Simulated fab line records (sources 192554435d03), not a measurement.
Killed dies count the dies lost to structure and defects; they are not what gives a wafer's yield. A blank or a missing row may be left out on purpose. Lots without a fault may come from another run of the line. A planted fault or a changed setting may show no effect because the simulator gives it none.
fab line records | flow n5_finfet | part 1 of 2: steps 1 to 25 of 33
[record] lots = 5 wafers = 15 last_day = 17
route steps=1938 shown BEOL_M2@897
lots with no fault: from the same line, run without faults
start_h: hours from the record's opening day to when the first of the lot's shown wafers began | wait_h: hours since the lot's step before | " repeats the value in the row above | L1.1+2: one row covering several wafers at once | - no value, or no start given | * or withheld: withheld | < > ~ a bound
route shown NAME@n: names a module that has steps shown in the file, with the first one's number in the route | usual: the fault-free wafers' mean and standard deviation | same: alike in all rows | chamber/n: place in a boat | sites: the reading at each site | _std_site: how widely they spread, as a standard deviation | _edge_site: outer sites' mean less inner sites' | radius_mm: how far each site lies from the wafer's centre | mask NAME#n: copy n | behind: the most recent tool/chamber to have shaped the wafer | hold: why the lot was held/for how many hours/how that ended | device: the transistor (n, p or np) that didn't switch | end of line: the same wafers' tests at the end of the route | a step with no rows: only its recipe | killed: dies that structure and defects cost at the first sort, which is not the same as the wafer's yield | map: dies across one wafer; x = killed, . = not, _ = none there
set.NAME: setting as actually run; set.NAME@STEP: the setting as run at that earlier step | model.NAME: the simulator's own value behind a step, which no gauge read
lots at selected steps of the route; one table per step, one row per wafer
services: the hour from which a tool's chamber was out of use, counted from the record's first day as start_h (under 0 if before that day), plus the number of hours and why
[[steps]]
[step N5_BEOL_M2_SRD_43]
[recipe] time_s = 30 temp_c = 23 rinse_liquid = diw dry = ipa_marangoni
[same] time_s = 30
// columns lot.wafer tool chamber start_h wait_h
L079.2+3+4 wet_bench-06 3,6,7 168.06 0.0
L083.3+5+6 wet_bench-06 4,0,6 191.27 0.0
L091.1+3+4 wet_bench-01 1,7,0 239.54 0.0
L092.2+3+5 wet_bench-05 2,0,5 247.31 0.0
L096.1+3+6 wet_bench-05 4,0,7 272.38 0.0
[step N5_BEOL_M2_CD_MEAS_35]
[recipe] target_cd_nm = 18 target_cd_y_nm = 22.2 polarity = opening
[usual] cd_nm = 18.1/0.32
// columns lot.wafer tool chamber start_h wait_h cd_nm
L079.2 cd_sem-03 - 168.10 0.0 18.3
L079.3 " - " " 18.7
L079.4 " - " " 18.5
L083.3 cd_sem-02 - 191.31 0.0 18.1
L083.5 " - " " 18.1
L083.6 " - " " 18.8
L091.1 cd_sem-03 - 239.58 0.0 18.3
L091.3 " - " " 17.2
L091.4 " - " " 17.5
L092.2 cd_sem-02 - 247.35 0.0 17.7
L092.3 " - " " 17.6
L092.5 " - " " 18.6
L096.1 cd_sem-01 - 272.43 0.0 18.0
L096.3 " - " " 18.1
L096.6 " - " " 17.5
[step N5_BEOL_M2_DEGAS_44]
[recipe] ambient = vacuum temp_c = 250 time_s = 60
[usual] heater_power_w = 341/42
[same] time_s = 60
// columns lot.wafer tool chamber start_h wait_h heater_power_w
L079.2 pvd_sputter-03 - 168.24 0.1 299
L079.3 " - " " 354
L079.4 " - " " 359
L083.3 pvd_sputter-01 - 191.72 0.4 313
L083.5 " - " " 401
L083.6 " - " " 313
L091.1 pvd_sputter-02 - 239.64 0.1 420
L091.3 " - " " 395
L091.4 " - " " 283
L092.2 pvd_sputter-03 - 247.52 0.2 330
L092.3 " - " " 302
L092.5 " - " " 346
L096.1 pvd_sputter-03 - 274.45 2.0 302
L096.3 " - " " 340
L096.6 " - " " 299
[step N5_BEOL_M2_PRE_CLEAN_45]
[recipe] gas = H2/He time_s = 30 temp_c = 250
[usual] heater_power_w = 341/42
[same] time_s = 30
// columns lot.wafer tool chamber start_h wait_h heater_power_w
L079.2 pvd_sputter-03 - 168.28 0.0 295
L079.3 " - " " 358
L079.4 " - " " 363
L083.3 pvd_sputter-01 - 191.76 0.0 316
L083.5 " - " " 399
L083.6 " - " " 315
L091.1 pvd_sputter-02 - 239.68 0.0 415
L091.3 " - " " 401
L091.4 " - " " 271
L092.2 pvd_sputter-03 - 247.56 0.0 337
L092.3 " - " " 299
L092.5 " - " " 331
L096.1 pvd_sputter-03 - 274.49 0.0 302
L096.3 " - " " 337
L096.6 " - " " 291
[step N5_BEOL_M2_ALD_84]
[recipe] material = TaN target_thk_a = * temp_c = 275 ald_precursor_family = PDMAT ald_co_reactant = NH3 pressure_torr = 3 carrier_flow_sccm = 1500 pulse_time_s = 2 purge_time_s = 3 co_reactant_purge_time_s = 2 co_reactant_pulse_time_s = 3 ald_cycles = 30 precursor_vessel_temp_c = 75 precursor_vessel_pressure_torr = 26.25 precursor_vessel_carrier_sccm = 1000
[usual] heater_power_w = 427/56
[same] ald_cycles = 30
// columns lot.wafer tool chamber start_h wait_h heater_power_w since_wet_clean_h
L079.2 ald_metal-02 0 168.36 0.1 457 1370
L079.3 " 2 " " 390 1370
L079.4 " 3 " " 386 1370
L083.3 ald_metal-04 1 191.84 0.1 417 4470
L083.5 " 3 " " 386 -
L083.6 " 2 " " 526 -
L091.1 ald_metal-04 3 239.74 0.0 381 4518
L091.3 " 2 " " 543 4518
L091.4 " 1 " " 417 4518
L092.2 ald_metal-04 3 247.67 0.1 376 4526
L092.3 " 2 " " 538 4526
L092.5 " 3 " " 386 -
L096.1 ald_metal-04 3 274.70 0.2 383 4553
L096.3 " 0 " " 458 4553
L096.6 " 3 " " 380 -
[step N5_BEOL_M2_SURFACE_TREAT_85]
[recipe] gas = Ar time_s = * ion_energy_ev = * ion_current_ma_cm2 = 0.5 pressure_mtorr = * ar_flow_sccm = 30
[usual] throttle_valve_pct = *
[same] time_s = *
// columns lot.wafer tool chamber start_h wait_h throttle_valve_pct
L079.2 pvd_sputter-01 - 168.69 0.2 *
L079.3 " - " " *
L079.4 " - " " *
L083.3 pvd_sputter-01 - 192.30 0.4 *
L083.5 " - " " *
L083.6 " - " " *
L091.1 pvd_sputter-01 - 239.97 0.1 *
L091.3 " - " " *
L091.4 " - " " *
L092.2 pvd_sputter-01 - 247.91 0.1 *
L092.3 " - " " *
L092.5 " - " " *
L096.1 pvd_sputter-03 - 274.97 0.2 *
L096.3 " - " " *
L096.6 " - " " *
[step N5_BEOL_M2_CVD_47]
[recipe] material = Co target_thk_a = 30 temp_c = withheld precursor = CCTBA/H2 pressure_torr = 30 time_s = 223.8
[same] time_s = 223.8
// columns lot.wafer tool chamber start_h wait_h since_wet_clean_h
L079.2 cvd_co-01 0 168.76 0.1 929
L079.3 " 1 " " 32
L079.4 " 1 " " -
L083.3 cvd_co-01 1 192.36 0.0 56
L083.5 " 0 " " -
L083.6 " 2 " " -
L091.1 cvd_co-02 1 240.03 0.0 1219
L091.3 " 2 " " 322
L091.4 " 1 " " -
L092.2 cvd_co-02 1 248.07 0.1 1227
L092.3 " 2 " " 330
L092.5 " 0 " " -
L096.1 cvd_co-02 1 275.10 0.1 1254
L096.3 " 2 " " 357
L096.6 " 1 " " -
[step N5_BEOL_M2_SPUTTER_48]
[recipe] material = Cu target_thk_a = 45 temp_c = -20 chamber_pressure_pa = 0.07 power_w = withheld time_s = 8.29
[usual] chuck_gas_flow_sccm = 1.26/0.052 throttle_valve_pct = 30.0/0.43
[same] time_s = 8.29
// columns lot.wafer tool chamber start_h wait_h chuck_gas_flow_sccm throttle_valve_pct
L079.2 pvd_sputter-01 - 168.97 0.1 1.28 29.5
L079.3 " - " " 1.14 29.9
L079.4 " - " " 1.26 29.7
L083.3 pvd_sputter-02 - 192.52 0.1 1.27 30.5
L083.5 " - " " 1.27 30.7
L083.6 " - " " 1.28 29.4
L091.1 pvd_sputter-01 - 240.19 0.1 1.30 29.6
L091.3 " - " " 1.15 29.9
L091.4 " - " " 1.18 30.5
L092.2 pvd_sputter-01 - 248.23 0.1 1.26 29.4
L092.3 " - " " 1.30 29.9
L092.5 " - " " 1.30 30.9
L096.1 pvd_sputter-01 - 275.33 0.2 1.27 29.6
L096.3 " - " " 1.35 29.7
L096.6 " - " " 1.28 30.0
[step N5_BEOL_M2_ANNEAL_49]
[recipe] temp_c = 400 time_s = 240 ambient = vacuum
[usual] heater_power_w = 854/110
[same] time_s = 240
// columns lot.wafer tool chamber start_h wait_h heater_power_w
L079.2 pvd_sputter-01 - 169.05 0.0 1003
L079.3 " - " " 848
L079.4 " - " " 913
L083.3 pvd_sputter-02 - 192.60 0.0 1070
L083.5 " - " " 1061
L083.6 " - " " 1013
L091.1 pvd_sputter-01 - 240.27 0.0 961
L091.3 " - " " 835
L091.4 " - " " 785
L092.2 pvd_sputter-01 - 248.31 0.0 982
L092.3 " - " " 910
L092.5 " - " " 786
L096.1 pvd_sputter-01 - 275.41 0.0 881
L096.3 " - " " 977
L096.6 " - " " 912
[step N5_BEOL_M2_SPUTTER_79]
[recipe] material = Cu target_thk_a = 45 temp_c = -20 chamber_pressure_pa = 0.07 power_w = withheld time_s = 8.29
[usual] chuck_gas_flow_sccm = 1.26/0.053 throttle_valve_pct = 30.1/0.43
[same] time_s = 8.29
// columns lot.wafer tool chamber start_h wait_h chuck_gas_flow_sccm throttle_valve_pct
L079.2 pvd_sputter-01 - 169.19 0.1 1.25 29.4
L079.3 " - " " 1.24 29.9
L079.4 " - " " 1.27 30.1
L083.3 pvd_sputter-02 - 192.74 0.1 1.20 30.6
L083.5 " - " " 1.23 30.4
L083.6 " - " " 1.32 29.4
L091.1 pvd_sputter-01 - 240.41 0.1 1.18 29.9
L091.3 " - " " 1.22 29.4
L091.4 " - " " 1.21 30.8
L092.2 pvd_sputter-01 - 248.45 0.1 1.17 29.5
L092.3 " - " " 1.21 30.0
L092.5 " - " " 1.27 30.7
L096.1 pvd_sputter-01 - 275.55 0.1 1.17 29.9
L096.3 " - " " 1.24 29.7
L096.6 " - " " 1.30 29.8
[step N5_BEOL_M2_ANNEAL_80]
[recipe] temp_c = 400 time_s = 240 ambient = vacuum
[usual] heater_power_w = 854/100
[same] time_s = 240
// columns lot.wafer tool chamber start_h wait_h heater_power_w
L079.2 pvd_sputter-01 - 169.27 0.0 980
L079.3 " - " " 865
L079.4 " - " " 923
L083.3 pvd_sputter-02 - 192.82 0.0 1036
L083.5 " - " " 1032
L083.6 " - " " 999
L091.1 pvd_sputter-01 - 240.49 0.0 965
L091.3 " - " " 864
L091.4 " - " " 788
L092.2 pvd_sputter-01 - 248.53 0.0 1010
L092.3 " - " " 896
L092.5 " - " " 790
L096.1 pvd_sputter-01 - 275.63 0.0 836
L096.3 " - " " 979
L096.6 " - " " 891
[step N5_BEOL_M2_SPUTTER_81]
[recipe] material = Cu target_thk_a = 45 temp_c = -20 chamber_pressure_pa = 0.07 power_w = withheld time_s = 8.29
[usual] chuck_gas_flow_sccm = 1.26/0.049 throttle_valve_pct = 30.0/0.42
[same] time_s = 8.29
// columns lot.wafer tool chamber start_h wait_h chuck_gas_flow_sccm throttle_valve_pct
L079.2 pvd_sputter-01 - 169.41 0.1 1.25 29.4
L079.3 " - " " 1.26 29.7
L079.4 " - " " 1.24 30.2
L083.3 pvd_sputter-02 - 192.96 0.1 1.20 30.5
L083.5 " - " " 1.24 30.6
L083.6 " - " " 1.28 29.3
L091.1 pvd_sputter-01 - 240.63 0.1 1.24 29.5
L091.3 " - " " 1.25 29.8
L091.4 " - " " 1.30 30.7
L092.2 pvd_sputter-01 - 248.67 0.1 1.21 29.4
L092.3 " - " " 1.25 30.1
L092.5 " - " " 1.25 30.7
L096.1 pvd_sputter-01 - 275.77 0.1 1.22 29.9
L096.3 " - " " 1.22 29.3
L096.6 " - " " 1.41 30.2
[step N5_BEOL_M2_ANNEAL_82]
[recipe] temp_c = 400 time_s = 240 ambient = vacuum
[usual] heater_power_w = 854/110
[same] time_s = 240
// columns lot.wafer tool chamber start_h wait_h heater_power_w
L079.2 pvd_sputter-01 - 169.49 0.0 978
L079.3 " - " " 841
L079.4 " - " " 930
L083.3 pvd_sputter-02 - 193.04 0.0 1049
L083.5 " - " " 1059
L083.6 " - " " 990
L091.1 pvd_sputter-01 - 240.71 0.0 971
L091.3 " - " " 855
L091.4 " - " " 769
L092.2 pvd_sputter-01 - 248.75 0.0 990
L092.3 " - " " 877
L092.5 " - " " 789
L096.1 pvd_sputter-01 - 275.85 0.0 834
L096.3 " - " " 986
L096.6 " - " " 917
[step N5_BEOL_M2_SPUTTER_86]
[recipe] material = Cu target_thk_a = 45 temp_c = -20 chamber_pressure_pa = 0.07 power_w = withheld time_s = 8.29
[usual] chuck_gas_flow_sccm = 1.26/0.053 throttle_valve_pct = 30.1/0.41
[same] time_s = 8.29
// columns lot.wafer tool chamber start_h wait_h chuck_gas_flow_sccm throttle_valve_pct
L079.2 pvd_sputter-01 - 169.63 0.1 1.24 29.7
L079.3 " - " " 1.15 30.0
L079.4 " - " " 1.29 29.8
L083.3 pvd_sputter-02 - 193.18 0.1 1.27 30.4
L083.5 " - " " 1.28 30.8
L083.6 " - " " 1.24 29.5
L091.1 pvd_sputter-01 - 240.85 0.1 1.29 29.5
L091.3 " - " " 1.26 29.8
L091.4 " - " " 1.29 30.9
L092.2 pvd_sputter-01 - 248.89 0.1 1.31 29.8
L092.3 " - " " 1.30 30.3
L092.5 " - " " 1.26 30.7
L096.1 pvd_sputter-01 - 275.99 0.1 1.31 29.7
L096.3 " - " " 1.31 29.8
L096.6 " - " " 1.22 30.2
[step N5_BEOL_M2_ANNEAL_87]
[recipe] temp_c = 400 time_s = 240 ambient = vacuum
[usual] heater_power_w = 856/110
[same] time_s = 240
// columns lot.wafer tool chamber start_h wait_h heater_power_w
L079.2 pvd_sputter-01 - 169.71 0.0 987
L079.3 " - " " 856
L079.4 " - " " 903
L083.3 pvd_sputter-02 - 193.26 0.0 1047
L083.5 " - " " 1053
L083.6 " - " " 997
L091.1 pvd_sputter-01 - 240.93 0.0 984
L091.3 " - " " 850
L091.4 " - " " 777
L092.2 pvd_sputter-01 - 248.97 0.0 979
L092.3 " - " " 919
L092.5 " - " " 790
L096.1 pvd_sputter-01 - 276.07 0.0 848
L096.3 " - " " 1014
L096.6 " - " " 917
[step N5_BEOL_M2_SPUTTER_88]
[recipe] material = Cu target_thk_a = 45 temp_c = -20 chamber_pressure_pa = 0.07 power_w = withheld time_s = 8.29
[usual] chuck_gas_flow_sccm = 1.26/0.058 throttle_valve_pct = 30.1/0.4
[same] time_s = 8.29
// columns lot.wafer tool chamber start_h wait_h chuck_gas_flow_sccm throttle_valve_pct
L079.2 pvd_sputter-01 - 169.85 0.1 1.21 29.7
L079.3 " - " " 1.22 29.8
L079.4 " - " " 1.18 30.1
L083.3 pvd_sputter-02 - 193.40 0.1 1.33 30.6
L083.5 " - " " 1.28 30.5
L083.6 " - " " 1.31 29.5
L091.1 pvd_sputter-01 - 241.07 0.1 1.28 29.7
L091.3 " - " " 1.27 29.8
L091.4 " - " " 1.14 30.6
L092.2 pvd_sputter-01 - 249.11 0.1 1.29 29.6
L092.3 " - " " 1.29 30.0
L092.5 " - " " 1.23 31.0
L096.1 pvd_sputter-01 - 276.21 0.1 1.30 30.1
L096.3 " - " " 1.27 29.7
L096.6 " - " " 1.31 30.0
[step N5_BEOL_M2_ANNEAL_89]
[recipe] temp_c = 400 time_s = 240 ambient = vacuum
[usual] heater_power_w = 854/110
[same] time_s = 240
// columns lot.wafer tool chamber start_h wait_h heater_power_w
L079.2 pvd_sputter-01 - 169.93 0.0 979
L079.3 " - " " 873
L079.4 " - " " 911
L083.3 pvd_sputter-02 - 193.48 0.0 1051
L083.5 " - " " 1052
L083.6 " - " " 984
L091.1 pvd_sputter-01 - 241.15 0.0 999
L091.3 " - " " 845
L091.4 " - " " 788
L092.2 pvd_sputter-01 - 249.19 0.0 1006
L092.3 " - " " 916
L092.5 " - " " 766
L096.1 pvd_sputter-01 - 276.29 0.0 846
L096.3 " - " " 986
L096.6 " - " " 897
[step N5_BEOL_M2_SPUTTER_90]
[recipe] material = Cu target_thk_a = 45 temp_c = -20 chamber_pressure_pa = 0.07 power_w = withheld time_s = 8.29
[usual] chuck_gas_flow_sccm = 1.26/0.058 throttle_valve_pct = 30.0/0.42
[same] time_s = 8.29
// columns lot.wafer tool chamber start_h wait_h chuck_gas_flow_sccm throttle_valve_pct
L079.2 pvd_sputter-01 - 170.07 0.1 1.32 29.6
L079.3 " - " " 1.24 29.8
L079.4 " - " " 1.30 30.1
L083.3 pvd_sputter-02 - 193.62 0.1 1.19 30.7
L083.5 " - " " 1.22 30.5
L083.6 " - " " 1.22 29.4
L091.1 pvd_sputter-01 - 241.29 0.1 1.25 29.2
L091.3 " - " " 1.28 29.8
L091.4 " - " " 1.35 30.9
L092.2 pvd_sputter-01 - 249.33 0.1 1.29 29.5
L092.3 " - " " 1.29 29.8
L092.5 " - " " 1.24 31.0
L096.1 pvd_sputter-01 - 276.43 0.1 1.18 29.9
L096.3 " - " " 1.20 29.7
L096.6 " - " " 1.23 29.7
[step N5_BEOL_M2_ANNEAL_91]
[recipe] temp_c = 400 time_s = 240 ambient = vacuum
[usual] heater_power_w = 854/110
[same] time_s = 240
// columns lot.wafer tool chamber start_h wait_h heater_power_w
L079.2 pvd_sputter-01 - 170.15 0.0 971
L079.3 " - " " 847
L079.4 " - " " 899
L083.3 pvd_sputter-02 - 193.70 0.0 1059
L083.5 " - " " 1040
L083.6 " - " " 972
L091.1 pvd_sputter-01 - 241.37 0.0 979
L091.3 " - " " 862
L091.4 " - " " 776
L092.2 pvd_sputter-01 - 249.41 0.0 1000
L092.3 " - " " 901
L092.5 " - " " 769
L096.1 pvd_sputter-01 - 276.51 0.0 842
L096.3 " - " " 991
L096.6 " - " " 906
[step N5_BEOL_M2_SPUTTER_92]
[recipe] material = Cu target_thk_a = 45 temp_c = -20 chamber_pressure_pa = 0.07 power_w = withheld time_s = 8.29
[usual] chuck_gas_flow_sccm = 1.26/0.055 throttle_valve_pct = 30.0/0.43
[same] time_s = 8.29
// columns lot.wafer tool chamber start_h wait_h chuck_gas_flow_sccm throttle_valve_pct
L079.2 pvd_sputter-01 - 170.29 0.1 1.31 29.7
L079.3 " - " " 1.36 29.9
L079.4 " - " " 1.24 29.7
L083.3 pvd_sputter-02 - 193.84 0.1 1.21 30.7
L083.5 " - " " 1.33 30.8
L083.6 " - " " 1.28 29.3
L091.1 pvd_sputter-01 - 241.51 0.1 1.19 29.5
L091.3 " - " " 1.28 30.0
L091.4 " - " " 1.24 30.5
L092.2 pvd_sputter-01 - 249.55 0.1 1.23 29.4
L092.3 " - " " 1.27 30.3
L092.5 " - " " 1.34 30.9
L096.1 pvd_sputter-01 - 276.65 0.1 1.29 30.0
L096.3 " - " " 1.33 29.3
L096.6 " - " " 1.30 30.0
[step N5_BEOL_M2_ANNEAL_93]
[recipe] temp_c = 400 time_s = 240 ambient = vacuum
[usual] heater_power_w = 855/110
[same] time_s = 240
// columns lot.wafer tool chamber start_h wait_h heater_power_w
L079.2 pvd_sputter-01 - 170.37 0.0 997
L079.3 " - " " 861
L079.4 " - " " 926
L083.3 pvd_sputter-02 - 193.92 0.0 1037
L083.5 " - " " 1033
L083.6 " - " " 990
L091.1 pvd_sputter-01 - 241.59 0.0 982
L091.3 " - " " 883
L091.4 " - " " 770
L092.2 pvd_sputter-01 - 249.63 0.0 968
L092.3 " - " " 907
L092.5 " - " " 765
L096.1 pvd_sputter-01 - 276.73 0.0 862
L096.3 " - " " 978
L096.6 " - " " 918
[step N5_BEOL_M2_SPUTTER_94]
[recipe] material = Cu target_thk_a = 45 temp_c = -20 chamber_pressure_pa = 0.07 power_w = withheld time_s = 8.29
[usual] chuck_gas_flow_sccm = 1.26/0.051 throttle_valve_pct = 30.0/0.43
[same] time_s = 8.29
// columns lot.wafer tool chamber start_h wait_h chuck_gas_flow_sccm throttle_valve_pct
L079.2 pvd_sputter-01 - 170.51 0.1 1.18 29.8
L079.3 " - " " 1.23 29.7
L079.4 " - " " 1.26 29.9
L083.3 pvd_sputter-02 - 194.06 0.1 1.19 30.5
L083.5 " - " " 1.17 30.8
L083.6 " - " " 1.32 29.2
L091.1 pvd_sputter-01 - 241.73 0.1 1.25 29.6
L091.3 " - " " 1.28 29.6
L091.4 " - " " 1.19 30.9
L092.2 pvd_sputter-01 - 249.77 0.1 1.22 29.7
L092.3 " - " " 1.35 30.2
L092.5 " - " " 1.27 30.8
L096.1 pvd_sputter-01 - 276.87 0.1 1.21 29.9
L096.3 " - " " 1.25 29.7
L096.6 " - " " 1.30 29.9
[step N5_BEOL_M2_ANNEAL_95]
[recipe] temp_c = 400 time_s = 240 ambient = vacuum
[usual] heater_power_w = 854/110
[same] time_s = 240
// columns lot.wafer tool chamber start_h wait_h heater_power_w
L079.2 pvd_sputter-01 - 170.59 0.0 984
L079.3 " - " " 840
L079.4 " - " " 936
L083.3 pvd_sputter-02 - 194.14 0.0 1027
L083.5 " - " " 1038
L083.6 " - " " 974
L091.1 pvd_sputter-01 - 241.81 0.0 978
L091.3 " - " " 864
L091.4 " - " " 770
L092.2 pvd_sputter-01 - 249.85 0.0 984
L092.3 " - " " 894
L092.5 " - " " 758
L096.1 pvd_sputter-01 - 276.95 0.0 853
L096.3 " - " " 1004
L096.6 " - " " 923
[step N5_BEOL_M2_SPUTTER_96]
[recipe] material = Cu target_thk_a = 45 temp_c = -20 chamber_pressure_pa = 0.07 power_w = withheld time_s = 8.29
[usual] chuck_gas_flow_sccm = 1.26/0.058 throttle_valve_pct = 30.0/0.41
[same] time_s = 8.29
// columns lot.wafer tool chamber start_h wait_h chuck_gas_flow_sccm throttle_valve_pct
L079.2 pvd_sputter-01 - 170.73 0.1 1.26 29.7
L079.3 " - " " 1.29 29.8
L079.4 " - " " 1.27 30.0
L083.3 pvd_sputter-02 - 194.28 0.1 1.17 30.5
L083.5 " - " " 1.24 30.6
L083.6 " - " " 1.25 29.5
L091.1 pvd_sputter-01 - 241.95 0.1 1.25 29.5
L091.3 " - " " 1.32 29.8
L091.4 " - " " 1.29 30.9
L092.2 pvd_sputter-01 - 249.99 0.1 1.26 29.6
L092.3 " - " " 1.26 30.4
L092.5 " - " " 1.25 30.7
L096.1 pvd_sputter-01 - 277.09 0.1 1.14 30.1
L096.3 " - " " 1.25 29.7
L096.6 " - " " 1.35 30.0
[step N5_BEOL_M2_ECD_50]
[recipe] material = Cu target_thk_a = 3000
// columns lot.wafer tool chamber start_h wait_h
L079.2+3+4 ecd_cu-02 0,0,1 170.85 0.1
L083.3+5+6 ecd_cu-01 1,1,0 194.41 0.1
L091.1+3+4 ecd_cu-01 1,1,0 242.06 0.1
L092.2+3+5 ecd_cu-02 0,1,1 250.11 0.1
L096.1+3+6 ecd_cu-02 0 277.21 0.1
